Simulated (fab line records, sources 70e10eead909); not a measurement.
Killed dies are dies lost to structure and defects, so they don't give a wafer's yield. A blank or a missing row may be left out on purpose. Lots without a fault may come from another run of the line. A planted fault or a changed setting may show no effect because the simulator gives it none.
Which tool did it? | flow nand_harc | 11 lots, 33 wafers sampled, at 5 steps of a route of 1302

WHAT THE GAUGES READ, wafer by wafer
NHARC_END_SORT_01.
lot  | measured     | on        | killed_at_array | killed_at_other | killed_at_periphery | killed_dies | killed_open | killed_short
L222 | day 25 13:26 | prober-02 | 74 84 72        | 2 0 1           | 5 5 3               | 81 89 76    | 2 6 4       | 0 6 3
L232 | day 28 15:21 | prober-01 | 677 55 55       | 0 0 2           | 0 0 0               | 677 55 57   | 1 3 3       | 5 5 3
L233 | day 29 04:04 | prober-02 | 38 676 675      | 0 0 0           | 0 1 2               | 38 677 677  | 0 4 3       | 2 3 2

WHICH TOOL RAN EACH LOT (tool, then ch and the chambers of the sampled wafers, then the start)
lot  | NHARC_A_STAIRCASE_DESCUM_168       | NHARC_A_STAIRCASE_TRIM_12          | NHARC_A_STAIRCASE_ETCH_19          | NHARC_A_STAIRCASE_TRIM_24
L222 | rie_diel-04 ch 1,2, day 15 14:34   | rie_diel-01 ch 0,1, day 15 16:29   | rie_diel-01 ch 0,1,2, day 15 17:20 | rie_diel-01 ch 1,2,3, day 25 13:26 or earlier
L228 | rie_diel-01 ch 0,3, day 18 04:59   | rie_diel-01 ch 2,3, day 18 06:56   | rie_diel-01 ch 0,1,2, day 18 08:16 | rie_diel-01 ch 0,2,3, no start
L227 | rie_diel-01 ch 0,3, day 18 05:08   | rie_diel-04 ch 1,3, day 18 07:04   | rie_diel-04 ch 1,2, day 18 08:50   | rie_diel-05 ch 1,2,3, no start
L226 | rie_diel-04 ch 0,2, day 18 11:38   | rie_diel-05 ch 1,2,3, day 18 13:36 | rie_diel-05 ch 1,2,3, day 18 14:31 | rie_diel-05 ch 0,1,2, no start
L232 | rie_diel-01 ch 0,3, day 20 00:25   | rie_diel-01 ch 0,2,3, day 20 02:29 | rie_diel-01 ch 0,1,2, day 20 03:19 | rie_diel-04 ch 1,2,3, day 28 15:21 or earlier
L233 | rie_diel-04 ch 0,2, day 20 10:51   | rie_diel-01 ch 0,1,3, day 20 12:39 | rie_diel-01 ch 0,2, day 20 13:30   | rie_diel-04 ch 1,2,3, day 29 04:04 or earlier
L237 | rie_diel-05 ch 1,2,3, day 22 02:53 | rie_diel-04 ch 0,2,3, day 22 04:49 | rie_diel-04 ch 0,2,3, day 22 05:40 | rie_diel-01 ch 0,2, no start
L240 | rie_diel-01 ch 0,1, day 23 07:13   | rie_diel-01 ch 0,1,3, day 23 09:13 | rie_diel-01 ch 1,2,3, day 23 10:59 | rie_diel-01 ch 1,2,3, no start
L241 | rie_diel-01 ch 0,3, day 23 21:25   | rie_diel-04 ch 1,2, day 23 23:23   | rie_diel-04 ch 1,2,3, day 24 00:18 | rie_diel-05 ch 0,3, no start
L242 | rie_diel-01 ch 2,3, day 24 18:53   | rie_diel-01 ch 0,2,3, day 24 22:40 | rie_diel-01 ch 0,3, day 25 00:14   | rie_diel-04 ch 2,3, no start
L243 | rie_diel-01 ch 1,2,3, day 25 00:23 | rie_diel-04 ch 2,3, day 25 02:17   | rie_diel-04 ch 0,2, day 25 03:08   | rie_diel-05 ch 0,1,3, no start
- NHARC_A_STAIRCASE_DESCUM_168: chemistry O2, time 3 s.
- NHARC_A_STAIRCASE_TRIM_12: chemistry O2, time 211.2 s.
- NHARC_A_STAIRCASE_ETCH_19: etches the open film in C4F8/O2, target depth 100 nm, time 40.5 s.
- NHARC_A_STAIRCASE_TRIM_24: chemistry O2, time 211.2 s.

WHAT THE TOOLS THEMSELVES READ (means of the sampled wafers that have a number; where no wafer has one, the mark that the record gives instead)
NHARC_A_STAIRCASE_DESCUM_168.
lot  | tool        | drypump_motor_current_A (A) | oes_product_au (a.u.) | rf_vpp_V (V) | showerhead_plenum_p_Torr (Torr) | throttle_valve_pct (%)
L222 | rie_diel-04 | 5.5                         | 1.006                 | 58.1         | 1.90                            | 11.318
L228 | rie_diel-01 | 6.5                         | 0.999                 | 58.3         | 1.86                            | 11.318
L227 | rie_diel-01 | 6.6                         | 1.003                 | 57.3         | 1.83                            | 11.314
L226 | rie_diel-04 | 5.3                         | 0.997                 | 57.8         | 1.92                            | 11.310
L232 | rie_diel-01 | 6.5                         | 1.014                 | 57.6         | 1.82                            | 11.315
L233 | rie_diel-04 | 5.4                         | 0.995                 | 57.0         | 1.89                            | 11.309
L237 | rie_diel-05 | 5.3                         | 0.993                 | 57.7         | 1.89                            | 11.319
L240 | rie_diel-01 | 6.5                         | 1.004                 | 56.8         | 1.82                            | 11.325
L241 | rie_diel-01 | 6.6                         | 1.002                 | 58.1         | 1.81                            | 11.311
L242 | rie_diel-01 | 6.3                         | 0.999                 | 57.7         | 1.88                            | 11.326
L243 | rie_diel-01 | 6.2                         | 0.999                 | 57.3         | 1.88                            | 11.313

NHARC_A_STAIRCASE_TRIM_12.
lot  | tool        | drypump_motor_current_A (A) | oes_product_au (a.u.) | rf_vpp_V (V) | showerhead_plenum_p_Torr (Torr) | throttle_valve_pct (%)
L222 | rie_diel-01 | 6.5                         | 0.993                 | 57.7         | 3.39                            | 17.042
L228 | rie_diel-01 | 6.2                         | 1.005                 | 57.7         | 3.48                            | 17.033
L227 | rie_diel-04 | 5.9                         | 0.993                 | 57.5         | 3.56                            | 17.034
L226 | rie_diel-05 | 5.3                         | 0.992                 | 58.4         | 3.51                            | 17.042
L232 | rie_diel-01 | 6.4                         | 1.003                 | 57.5         | 3.42                            | 17.034
L233 | rie_diel-01 | 6.4                         | 1.004                 | 57.5         | 3.43                            | 17.029
L237 | rie_diel-04 | 5.8                         | 1.001                 | 58.5         | 3.60                            | 17.037
L240 | rie_diel-01 | 6.4                         | 1.006                 | 57.8         | 3.42                            | 17.034
L241 | rie_diel-04 | 5.5                         | 1.011                 | 56.6         | 3.47                            | 17.032
L242 | rie_diel-01 | 6.4                         | 0.992                 | 57.7         | 3.41                            | 17.037
L243 | rie_diel-04 | 6.1                         | 0.994                 | 58.0         | 3.70                            | 17.037

NHARC_A_STAIRCASE_ETCH_19.
lot  | tool        | oes_product_au (a.u.) | rf_vpp_V (V) | run_length_s (s)
L222 | rie_diel-01 | 0.943                 | 893          | 61.88
L228 | rie_diel-01 | 0.954                 | 892          | 61.80
L227 | rie_diel-04 | 0.963                 | 897          | 61.74
L226 | rie_diel-05 | 0.942                 | 895          | 61.49
L232 | rie_diel-01 | 0.945                 | 892          | 56.14
L233 | rie_diel-01 | 0.949                 | 890          | 50.25
L237 | rie_diel-04 | 0.938                 | 899          | 62.17
L240 | rie_diel-01 | 0.941                 | 893          | 61.93
L241 | rie_diel-04 | 0.940                 | 898          | 61.68
L242 | rie_diel-01 | 0.936                 | 891          | 61.97
L243 | rie_diel-04 | 0.944                 | 893          | 61.97

NHARC_A_STAIRCASE_TRIM_24.
lot  | tool        | drypump_motor_current_A (A) | oes_product_au (a.u.) | rf_vpp_V (V) | showerhead_plenum_p_Torr (Torr) | throttle_valve_pct (%)
L222 | rie_diel-01 | 6.2                         | 1.002                 | 57.9         | 3.49                            | 17.029
L228 | rie_diel-01 | 6.4                         | 0.998                 | 57.3         | 3.43                            | 17.038
L227 | rie_diel-05 | 5.3                         | 0.998                 | 57.9         | 3.51                            | 17.035
L226 | rie_diel-05 | 5.5                         | 1.002                 | 57.5         | 3.42                            | 17.039
L232 | rie_diel-04 | 5.8                         | 0.997                 | 57.7         | 3.60                            | 17.030
L233 | rie_diel-04 | 5.8                         | 0.994                 | 58.3         | 3.60                            | 17.034
L237 | rie_diel-01 | 6.4                         | 1.001                 | 57.3         | 3.41                            | 17.033
L240 | rie_diel-01 | 6.2                         | 1.009                 | 57.5         | 3.47                            | 17.045
L241 | rie_diel-05 | 5.5                         | 0.989                 | 56.8         | 3.50                            | 17.041
L242 | rie_diel-04 | 6.2                         | 1.002                 | 58.2         | 3.70                            | 17.037
L243 | rie_diel-05 | 5.4                         | 0.992                 | 58.0         | 3.49                            | 17.032

THE ANSWER, worked out from the rows above alone
Rule: what is usual is taken from the lots themselves. Put in order of their means at a reading, lots are off if they are a third of the lots or fewer, leave a main group of 4 or more, and stand apart from it by a gap of 3 or more times the standard deviation of the main group's means; of several such gaps the widest counts. A main group whose means are all the same, to the digits that the tables above print for the reading, isn't used. A lot without any number at a reading at which 4 lots or more have one is off too. The other lots that the step has rows for count as sound. The gauges are gone through in route order, then the tools' own readings, and for those a lot's mean is taken as printed above. The first step at which some lot is off is used, and at that step the reading that is off furthest; a lot without a number counts as furthest.
Off: L232, L233, at NHARC_A_STAIRCASE_ETCH_19 (run_length_s). The main group: mean 61.85 s, standard deviation 0.19.
A tool fits if, at that step or a process step before it, it ran every lot that is off, and no sound lot after the first of them. None of those tried fits.

WHAT THE SIMULATOR HAD PUT IN
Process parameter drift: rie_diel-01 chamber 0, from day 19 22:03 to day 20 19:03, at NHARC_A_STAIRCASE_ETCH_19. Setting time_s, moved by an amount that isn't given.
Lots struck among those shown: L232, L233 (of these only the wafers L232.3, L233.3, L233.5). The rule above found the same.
